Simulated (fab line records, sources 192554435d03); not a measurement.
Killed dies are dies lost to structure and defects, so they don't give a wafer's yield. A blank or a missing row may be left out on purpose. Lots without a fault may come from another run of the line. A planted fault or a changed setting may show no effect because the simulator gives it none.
Which tool did it? | flow n5_finfet | 24 lots, 72 wafers sampled, at 6 steps of a route of 1938

WHAT THE GAUGES READ, wafer by wafer
N5_BEOL_M14_INSPECT_12: inspects for defects (macro).
lot  | measured     | on                | raw_defect_count
L074 | day 11 21:43 | defect_inspect-02 | 3 2 6
L076 | day 12 03:52 | defect_inspect-02 | 1 1 2
L075 | day 12 12:21 | defect_inspect-01 | 3 2 2
L077 | day 12 12:37 | defect_inspect-01 | 2 0 3
L078 | day 12 13:07 | defect_inspect-02 | 1 1 3
L079 | day 13 02:26 | defect_inspect-02 | 2 2 4
L080 | day 13 08:07 | defect_inspect-01 | 5 2 4
L083 | day 13 16:20 | defect_inspect-01 | 2 2 0
L081 | day 13 17:19 | defect_inspect-02 | 3 2 1
L082 | day 13 20:47 | defect_inspect-02 | 1 0 2
L086 | day 14 03:07 | defect_inspect-02 | 1 6 0
L084 | day 14 03:29 | defect_inspect-02 | 1 3 1
L087 | day 14 22:54 | defect_inspect-01 | 2 3 4
L088 | day 15 05:16 | defect_inspect-02 | 2 1 1
L089 | day 15 07:31 | defect_inspect-01 | 2 6 5
L085 | day 15 08:35 | defect_inspect-01 | 3 5 2
L090 | day 15 10:10 | defect_inspect-01 | 3 5 2
L091 | day 15 14:11 | defect_inspect-01 | 2 2 2
L092 | day 16 03:38 | defect_inspect-02 | 2 1 2
L094 | day 16 19:33 | defect_inspect-01 | 0 3 7
L093 | day 16 19:50 | defect_inspect-01 | 2 2 3
L097 | day 17 05:49 | defect_inspect-01 | 4 5 4
L095 | day 17 07:49 | defect_inspect-02 | 0 3 1
L096 | day 17 17:52 | defect_inspect-02 | 1 2 3

N5_BEOL_M14_INSPECT_55: inspects for defects (darkfield).
lot  | measured     | on                | raw_defect_count
L074 | day 12 05:49 | defect_inspect-01 | 58 60 61
L076 | day 12 12:37 | defect_inspect-02 | 60 84 56
L075 | day 12 20:14 | defect_inspect-02 | 72 59 53
L077 | day 12 21:46 | defect_inspect-02 | 42 47 39
L078 | day 13 00:55 | defect_inspect-01 | 70 88 82
L079 | day 13 06:59 | defect_inspect-02 | 59 42 54
L080 | day 13 14:53 | defect_inspect-02 | 74 74 68
L083 | day 13 21:28 | defect_inspect-01 | 43 64 79
L081 | day 13 22:16 | defect_inspect-02 | 57 72 120
L082 | day 14 02:08 | defect_inspect-01 | 104 69 70
L086 | day 14 07:12 | defect_inspect-02 | 48 50 106
L084 | day 14 07:37 | defect_inspect-02 | 53 35 72
L087 | day 15 05:32 | defect_inspect-02 | 57 87 84
L088 | day 15 09:02 | defect_inspect-01 | 118 100 79
L089 | day 15 12:20 | defect_inspect-01 | 55 86 56
L085 | day 15 13:32 | defect_inspect-02 | 19 42 54
L090 | day 15 14:05 | defect_inspect-01 | 50 88 80
L091 | day 15 17:32 | defect_inspect-02 | 86 48 48
L092 | day 16 07:06 | defect_inspect-02 | 58 24 65
L094 | day 16 23:34 | defect_inspect-01 | 70 57 74
L093 | day 16 23:38 | defect_inspect-02 | 68 79 72
L097 | day 17 13:04 | defect_inspect-01 | 75 50 44
L095 | day 17 13:23 | defect_inspect-02 | 71 46 57
L096 | day 17 21:31 | defect_inspect-01 | 70 56 59

WHICH TOOL RAN EACH LOT (tool, then ch and the chambers of the sampled wafers, then the start)
lot  | N5_BEOL_M14_ILD_DEP_00          | N5_BEOL_M14_DESCUM_33              | N5_BEOL_M14_DEGAS_41         | N5_BEOL_M14_CMP_49
L074 | pecvd-04 ch 1,2, day 11 21:02   | rie_diel-02 ch 1,2, day 11 23:29   | pvd_sputter-01, day 12 04:32 | cmp-02 ch 0,2,3, day 12 05:25
L076 | pecvd-04 ch 0,2, day 12 03:14   | rie_diel-05 ch 1,2, day 12 04:53   | pvd_sputter-01, day 12 11:07 | cmp-01 ch 0,1,3, day 12 12:14
L075 | pecvd-02 ch 1,2, day 12 11:40   | rie_diel-02 ch 0,1,2, day 12 13:28 | pvd_sputter-02, day 12 18:56 | cmp-03 ch 2,3, day 12 19:47
L077 | pecvd-04 ch 0,1, day 12 11:56   | rie_diel-02 ch 0,3, day 12 14:18   | pvd_sputter-03, day 12 20:29 | cmp-01 ch 0,2,3, day 12 21:24
L078 | pecvd-01 ch 1,2, day 12 12:33   | rie_diel-05 ch 2,3, day 12 14:31   | pvd_sputter-03, day 12 23:22 | cmp-03 ch 2,3, day 13 00:28
L079 | pecvd-02 ch 1,2, day 13 01:53   | rie_diel-02 ch 1,2,3, day 13 03:26 | pvd_sputter-01, day 13 05:41 | cmp-01 ch 1,2, day 13 06:32
L080 | pecvd-04 ch 1,2, day 13 07:34   | rie_diel-02 ch 0,3, day 13 09:19   | pvd_sputter-02, day 13 13:35 | cmp-03 ch 1,2, day 13 14:26
L083 | pecvd-01 ch 1,2, day 13 15:40   | rie_diel-02 ch 0,1,3, day 13 17:24 | pvd_sputter-01, day 13 20:10 | cmp-01 ch 1,2,3, day 13 21:02
L081 | pecvd-01 ch 1,2, day 13 16:46   | rie_diel-02 ch 0,1,2, day 13 18:11 | pvd_sputter-02, day 13 20:43 | cmp-02 ch 0,3, day 13 21:49
L082 | pecvd-01 ch 0,1,2, day 13 20:14 | rie_diel-02 ch 0,1, day 13 21:48   | pvd_sputter-02, day 14 00:50 | cmp-02 ch 0,2,3, day 14 01:41
L086 | pecvd-02 ch 0,1,2, day 14 02:26 | rie_diel-02 ch 0,3, day 14 04:00   | pvd_sputter-02, day 14 05:42 | cmp-02 ch 0,2,3, day 14 06:47
L084 | pecvd-02 ch 0,1,2, day 14 03:01 | rie_diel-01 ch 1,2, day 14 04:27   | pvd_sputter-03, day 14 06:18 | cmp-01 ch 0,3, day 14 07:11
L087 | pecvd-04 ch 1,2, day 14 22:20   | rie_diel-05 ch 1,2,3, day 15 00:00 | pvd_sputter-02, day 15 04:14 | cmp-03 ch 0,2,3, day 15 05:09
L088 | pecvd-02 ch 0,2, day 15 04:33   | rie_diel-01 ch 2,3, day 15 06:17   | pvd_sputter-02, day 15 07:44 | cmp-03 ch 0,2,3, day 15 08:35
L089 | pecvd-02 ch 0,1,2, day 15 06:50 | rie_diel-05 ch 0,1,3, day 15 08:37 | pvd_sputter-02, day 15 11:01 | cmp-02 ch 0,3, day 15 11:53
L085 | pecvd-01 ch 0,1,2, day 15 08:06 | rie_diel-01 ch 1,2,3, day 15 09:37 | pvd_sputter-01, day 15 12:14 | cmp-03 ch 0,3, day 15 13:04
L090 | pecvd-01 ch 0,1,2, day 15 09:37 | rie_diel-05 ch 0,2,3, day 15 11:03 | pvd_sputter-02, day 15 12:44 | cmp-02 ch 1,2,3, day 15 13:38
L091 | pecvd-01 ch 1,2, day 15 13:31   | rie_diel-02 ch 0,1,2, day 15 15:11 | pvd_sputter-02, day 15 16:15 | cmp-01 ch 1,2, day 15 17:05
L092 | pecvd-04 ch 1,2, day 16 03:05   | rie_diel-05 ch 0,2,3, day 16 04:32 | pvd_sputter-02, day 16 05:49 | cmp-01 ch 0,3, day 16 06:41
L094 | pecvd-04 ch 0,1,2, day 16 19:00 | rie_diel-01 ch 0,1,2, day 16 20:37 | pvd_sputter-03, day 16 22:16 | cmp-02 ch 1,2,3, day 16 23:07
L093 | pecvd-02 ch 0,1,2, day 16 19:17 | rie_diel-05 ch 0, day 16 20:52     | pvd_sputter-02, day 16 22:20 | cmp-01 ch 0,2,3, day 16 23:16
L097 | pecvd-02 ch 0,2, day 17 05:16   | rie_diel-02 ch 1,2,3, day 17 06:50 | pvd_sputter-03, day 17 11:23 | cmp-01 ch 0,1, day 17 12:37
L095 | pecvd-02 ch 0,2, day 17 07:11   | rie_diel-05 ch 0,1,3, day 17 08:50 | pvd_sputter-01, day 17 11:32 | cmp-03 ch 2,3, day 17 12:54
L096 | pecvd-01 ch 0,2, day 17 17:11   | rie_diel-01 ch 1,2, day 17 18:57   | pvd_sputter-02, day 17 20:11 | cmp-01 ch 0,2, day 17 21:02
- N5_BEOL_M14_ILD_DEP_00: deposits SiO2 from TEOS/O2, target thk 1119.3 nm, time 237.4 s.
- N5_BEOL_M14_DESCUM_33: chemistry O2, time 7.9 s.
- N5_BEOL_M14_DEGAS_41: time 60 s.
- N5_BEOL_M14_CMP_49: polishes, stops on SiO2, t overpolish 5.2 s, target thk 560 nm.

WHAT THE TOOLS THEMSELVES READ (means of the sampled wafers that have a number; where no wafer has one, the mark that the record gives instead)
N5_BEOL_M14_ILD_DEP_00.
lot  | tool     | heater_power_w (W) | showerhead_plenum_p_Torr (Torr) | throttle_valve_pct (%)
L074 | pecvd-04 | 490                | 8.32                            | 17.3
L076 | pecvd-04 | 578                | 8.32                            | 17.6
L075 | pecvd-02 | 520                | 8.35                            | 19.1
L077 | pecvd-04 | 576                | 8.35                            | 17.9
L078 | pecvd-01 | 610                | 8.32                            | 18.2
L079 | pecvd-02 | 452                | 8.35                            | 18.2
L080 | pecvd-04 | 508                | 8.32                            | 17.3
L083 | pecvd-01 | 575                | 8.31                            | 17.9
L081 | pecvd-01 | 582                | 8.32                            | 17.9
L082 | pecvd-01 | 528                | 8.29                            | 19.1
L086 | pecvd-02 | 507                | 8.36                            | 18.9
L084 | pecvd-02 | 568                | 8.35                            | 19.2
L087 | pecvd-04 | 464                | 8.35                            | 17.7
L088 | pecvd-02 | 559                | 8.36                            | 19.2
L089 | pecvd-02 | 504                | 8.36                            | 19.2
L085 | pecvd-01 | 549                | 8.31                            | 19.2
L090 | pecvd-01 | 534                | 8.31                            | 19.2
L091 | pecvd-01 | 581                | 8.30                            | 18.0
L092 | pecvd-04 | 493                | 8.36                            | 17.7
L094 | pecvd-04 | 528                | 8.34                            | 17.7
L093 | pecvd-02 | 499                | 8.34                            | 19.0
L097 | pecvd-02 | 499                | 8.37                            | 19.0
L095 | pecvd-02 | 474                | 8.36                            | 18.5
L096 | pecvd-01 | 586                | 8.32                            | 19.4

N5_BEOL_M14_DESCUM_33.
lot  | tool        | drypump_motor_current_A (A) | oes_product_au (a.u.) | rf_vpp_V (V) | showerhead_plenum_p_Torr (Torr) | throttle_valve_pct (%)
L074 | rie_diel-02 | 6.5                         | 0.90                  | 243.2        | 2.16                            | 20.55
L076 | rie_diel-05 | 5.1                         | 0.74                  | 241.8        | 2.00                            | 20.33
L075 | rie_diel-02 | 6.2                         | 0.89                  | 243.3        | 2.13                            | 20.54
L077 | rie_diel-02 | 5.6                         | 0.92                  | 243.0        | 2.10                            | 20.35
L078 | rie_diel-05 | 5.4                         | 0.69                  | 240.5        | 1.98                            | 20.32
L079 | rie_diel-02 | 6.0                         | 0.88                  | 245.3        | 2.15                            | 20.50
L080 | rie_diel-02 | 5.7                         | 0.90                  | 242.3        | 2.07                            | 20.41
L083 | rie_diel-02 | 5.7                         | 0.86                  | 243.8        | 2.12                            | 20.49
L081 | rie_diel-02 | 6.1                         | 0.85                  | 243.7        | 2.13                            | 20.57
L082 | rie_diel-02 | 5.9                         | 0.85                  | 243.2        | 2.09                            | 20.55
L086 | rie_diel-02 | 5.7                         | 0.88                  | 243.1        | 2.07                            | 20.43
L084 | rie_diel-01 | 5.1                         | 0.71                  | 242.1        | 2.04                            | 20.67
L087 | rie_diel-05 | 5.4                         | 0.71                  | 242.2        | 1.99                            | 20.44
L088 | rie_diel-01 | 5.3                         | 0.69                  | 243.1        | 2.10                            | 20.62
L089 | rie_diel-05 | 5.6                         | 0.80                  | 241.8        | 2.02                            | 20.49
L085 | rie_diel-01 | 5.3                         | 0.70                  | 243.3        | 2.07                            | 20.72
L090 | rie_diel-05 | 5.5                         | 0.76                  | 241.2        | 2.00                            | 20.40
L091 | rie_diel-02 | 6.1                         | 0.85                  | 244.0        | 2.12                            | 20.58
L092 | rie_diel-05 | 5.5                         | 0.76                  | 242.5        | 2.00                            | 20.41
L094 | rie_diel-01 | 5.5                         | 0.79                  | 242.2        | 2.03                            | 20.66
L093 | rie_diel-05 | 5.7                         | 0.91                  | 242.8        | 2.05                            | 20.43
L097 | rie_diel-02 | 6.0                         | 0.83                  | 244.4        | 2.14                            | 20.55
L095 | rie_diel-05 | 5.6                         | 0.89                  | 243.6        | 2.10                            | 20.40
L096 | rie_diel-01 | 5.2                         | 0.81                  | 242.0        | 2.01                            | 20.66

N5_BEOL_M14_DEGAS_41.
lot  | tool           | heater_power_w (W)
L074 | pvd_sputter-01 | 427
L076 | pvd_sputter-01 | 448
L075 | pvd_sputter-02 | 527
L077 | pvd_sputter-03 | 484
L078 | pvd_sputter-03 | 467
L079 | pvd_sputter-01 | 455
L080 | pvd_sputter-02 | 466
L083 | pvd_sputter-01 | 439
L081 | pvd_sputter-02 | 501
L082 | pvd_sputter-02 | 498
L086 | pvd_sputter-02 | 499
L084 | pvd_sputter-03 | 482
L087 | pvd_sputter-02 | 465
L088 | pvd_sputter-02 | 434
L089 | pvd_sputter-02 | 473
L085 | pvd_sputter-01 | 428
L090 | pvd_sputter-02 | 474
L091 | pvd_sputter-02 | 468
L092 | pvd_sputter-02 | 477
L094 | pvd_sputter-03 | 467
L093 | pvd_sputter-02 | 466
L097 | pvd_sputter-03 | 449
L095 | pvd_sputter-01 | 465
L096 | pvd_sputter-02 | 463

N5_BEOL_M14_CMP_49.
lot  | tool   | barrier_field_endpoint_s (s) | clearing_platen_down_force_psi (psi) | clearing_platen_rpm (rpm) | motor_current_A (A) | overpolish_run_s (s) | time_to_endpoint_s (s)
L074 | cmp-02 | 11.45                        | 1.998                                | 80.00                     | 8.6                 | 5.192                | 123
L076 | cmp-01 | 11.36                        | 1.997                                | 80.01                     | 7.6                 | 5.207                | 124
L075 | cmp-03 | 11.33                        | 1.999                                | 79.99                     | 8.0                 | 5.195                | 119
L077 | cmp-01 | 11.50                        | 1.998                                | 79.95                     | 7.2                 | 5.207                | 122
L078 | cmp-03 | 11.17                        | 1.997                                | 80.03                     | 8.1                 | 5.201                | 116
L079 | cmp-01 | 11.74                        | 2.000                                | 79.95                     | 8.1                 | 5.201                | 125
L080 | cmp-03 | 11.65                        | 2.003                                | 79.99                     | 8.0                 | 5.198                | 122
L083 | cmp-01 | 11.60                        | 1.995                                | 80.02                     | 7.2                 | 5.202                | 128
L081 | cmp-02 | 11.45                        | 1.999                                | 79.95                     | 8.6                 | 5.203                | 124
L082 | cmp-02 | 11.15                        | 1.998                                | 79.99                     | 8.2                 | 5.211                | 124
L086 | cmp-02 | 11.41                        | 1.997                                | 80.00                     | 8.4                 | 5.210                | 125
L084 | cmp-01 | 11.32                        | 2.000                                | 80.02                     | 7.5                 | 5.189                | 124
L087 | cmp-03 | 11.09                        | 2.001                                | 79.95                     | 8.5                 | 5.194                | 118
L088 | cmp-03 | 11.32                        | 2.000                                | 80.02                     | 8.4                 | 5.197                | 121
L089 | cmp-02 | 11.82                        | 2.000                                | 79.99                     | 8.8                 | 5.194                | 119
L085 | cmp-03 | 10.92                        | 2.000                                | 80.00                     | 8.3                 | 5.200                | 116
L090 | cmp-02 | 11.24                        | 2.001                                | 80.03                     | 8.8                 | 5.192                | 120
L091 | cmp-01 | 11.51                        | 1.999                                | 80.01                     | 7.8                 | 5.193                | 123
L092 | cmp-01 | 11.14                        | 1.999                                | 80.00                     | 7.2                 | 5.196                | 117
L094 | cmp-02 | 11.31                        | 2.001                                | 80.03                     | 8.8                 | 5.202                | 120
L093 | cmp-01 | 11.22                        | 2.004                                | 80.01                     | 7.2                 | 5.205                | 119
L097 | cmp-01 | 11.37                        | 2.006                                | 79.99                     | 7.8                 | 5.197                | 121
L095 | cmp-03 | 11.28                        | 1.998                                | 80.00                     | 8.3                 | 5.187                | 122
L096 | cmp-01 | 11.29                        | 1.996                                | 80.02                     | 6.8                 | 5.207                | 121

THE ANSWER, worked out from the rows above alone
Rule: what is usual is taken from the lots themselves. Put in order of their means at a reading, lots are off if they are a third of the lots or fewer, leave a main group of 4 or more, and stand apart from it by a gap of 3 or more times the standard deviation of the main group's means; of several such gaps the widest counts. A main group whose means are all the same, to the digits that the tables above print for the reading, isn't used. A lot without any number at a reading at which 4 lots or more have one is off too. The other lots that the step has rows for count as sound. The gauges are gone through in route order, then the tools' own readings, and for those a lot's mean is taken as printed above. The first step at which some lot is off is used, and at that step the reading that is off furthest; a lot without a number counts as furthest.
No lot is off at any reading shown: from this, nothing can be told.

WHAT THE SIMULATOR HAD PUT IN
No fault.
